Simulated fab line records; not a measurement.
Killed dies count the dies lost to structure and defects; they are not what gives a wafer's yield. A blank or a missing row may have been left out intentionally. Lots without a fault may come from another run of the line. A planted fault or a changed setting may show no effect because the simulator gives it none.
Matching of chambers	flow n5 finfet	4 sister chambers for N5_BEOL_M8_ETCH_62 on rie diel-04
The step etches SOC in N2/H2, target depth 110 nm, overetch 22 nm, time 165 s. 4 wafers are shown with their chamber, then 7 later ones without.

== EACH WAFER AND ITS CHAMBER ==
wafer	chamber	showerhead plenum p Torr (Torr)
L321.2	0	2.70
L331.6	2	2.48
L327.1	3	2.58
L327.2	1	2.45

== WAFERS WITH NO CHAMBER GIVEN ==
wafer	showerhead plenum p Torr (Torr)
L327.3	2.48
L328.1	2.45
L328.2	2.48
L328.5	2.48
L318.1	2.45
L318.3	2.47
L318.6	2.57

== WHICH CHAMBER EACH ONE RAN IN ==
wafer	from the rows above	in truth
L327.3	2	2
L328.1	1	1
L328.2	2	2
L328.5	2	2
L318.1	1	1
L318.3	can't be placed: 2 or 1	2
L318.6	3	3
Correctly placed: 6 of 7. These rows do not allow placing 1 (true chamber among the candidates in 1). 0 placed wrongly.
How it was worked out, from the rows above alone: a wafer's distance from a chamber is the root of the sum, over the readings, of the square of ((its reading less the chamber's mean) divided by the reading's scatter). If the next closest chamber is less than 2 further off than the closest, the wafer can't be placed; otherwise it belongs to the closest. The mean given for a chamber averages the wafers shown for that chamber. The scatter (one wafer shown for each chamber): square how far every hidden wafer sits from the nearest shown wafer, average those squares and take the square root.
